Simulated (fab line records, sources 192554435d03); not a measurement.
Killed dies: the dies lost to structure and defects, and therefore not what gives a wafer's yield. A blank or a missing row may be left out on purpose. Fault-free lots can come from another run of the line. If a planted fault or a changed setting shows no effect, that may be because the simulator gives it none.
Code-filled problem report in 8D (eight disciplines) form + flow n5 finfet + the parts of the form that need people (team, actions taken, sign-off) are left out

== 1. WHAT WENT WRONG ==
Mean of spin speed rpm at N5_BEOL_M9_COAT_22: 1374.8 rpm across 6 wafers in 2 lots; on wafers with no fault it is 1500.0 rpm (standard deviation 1.1). So: -99 or more standard deviations from the usual mean.
The step: resist thk 30 nm.
First seen on wafer L511.1, day 11 09:37, on litho track-05. At this step, 18 wafers from 6 lots have a number in the record. By rule, "out" or "out of limits" means more than 4 standard deviations away from the usual mean. The other wafers with a number count as sound.

== 2. WHAT IT IS, AND WHAT IT ISN'T ==
| question                    | is                     | is not                                                                   |
|-----------------------------|------------------------|--------------------------------------------------------------------------|
| which readings at this step | spin speed rpm         | -                                                                        |
| which lots                  | L510, L511             | L505, L506, L521, L522                                                   |
| which wafers of those lots  | all that have a number | -                                                                        |
| read on which tools         | litho track-05         | litho track-01                                                           |
| when                        | from day 11 09:37      | up to then (6 sound wafers); but 6 sound wafers of L521, L522 came after |

== 3. SUSPECTS, AND WHAT RULES EACH OUT ==
Counting: a tool stays on the suspect list if, at a process step up to the reading, it processed all lots that are out and no sound lot following the first of them.
- rie diel-06 at N5_BEOL_M9_STRIP_19 (strips in O2): ruled out as a lasting fault. The sound lots L521 went through it after L511, its earliest lot that is out (day 11 08:47).
- litho track-05 at N5_BEOL_M9_COAT_22 (resist thk 30 nm): kept. It ran every lot that is out, first L511 (day 11 09:37), and no sound lot after that; its last sound lot up to then is L506 (day 10 05:37). Its own readings are out on those wafers: spin speed rpm.
After counting, what remains is litho track-05 at N5_BEOL_M9_COAT_22.

== 4. THE CAUSE (what the simulator had put in) ==
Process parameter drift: litho track-05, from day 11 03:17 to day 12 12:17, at N5_BEOL_M9_COAT_22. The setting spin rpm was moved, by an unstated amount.
This tool alone remained once counting was done.

== 5. THE CHAIN OF EFFECTS, in route order ==
Each row: a reading whose mean over the struck wafers that have a number lies more than 3 standard deviations from the usual. Only readings whose record carries a usual standard deviation are examined. hours: median over the lots of the time between each lot's start at the first step of this table that gives one and its start at this step. sigmas: the change, counted in usual standard deviations.
| hours | step               | reading        | usual      | on struck wafers | change | sigmas      |
|-------|--------------------|----------------|------------|------------------|--------|-------------|
| 0     | N5_BEOL_M9_COAT_22 | spin speed rpm | 1500.0 rpm | 1374.8           | -125.2 | -99 or more |
Process steps it contains:
- N5_BEOL_M9_COAT_22: resist thk 30 nm.
Later steps that measure or inspect, where all struck wafers having a row at the step show a number for every such reading and not one has moved that far: N5_BEOL_M9_CD_MEAS_28, N5_BEOL_M9_OVL_MEAS_29, N5_BEOL_M9_INSPECT_30.

== 6. HOW IT WOULD HAVE BEEN CAUGHT EARLIER ==
In this record the first reading out of limits was taken at day 11 09:37, 6 hours after the fault began at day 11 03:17.
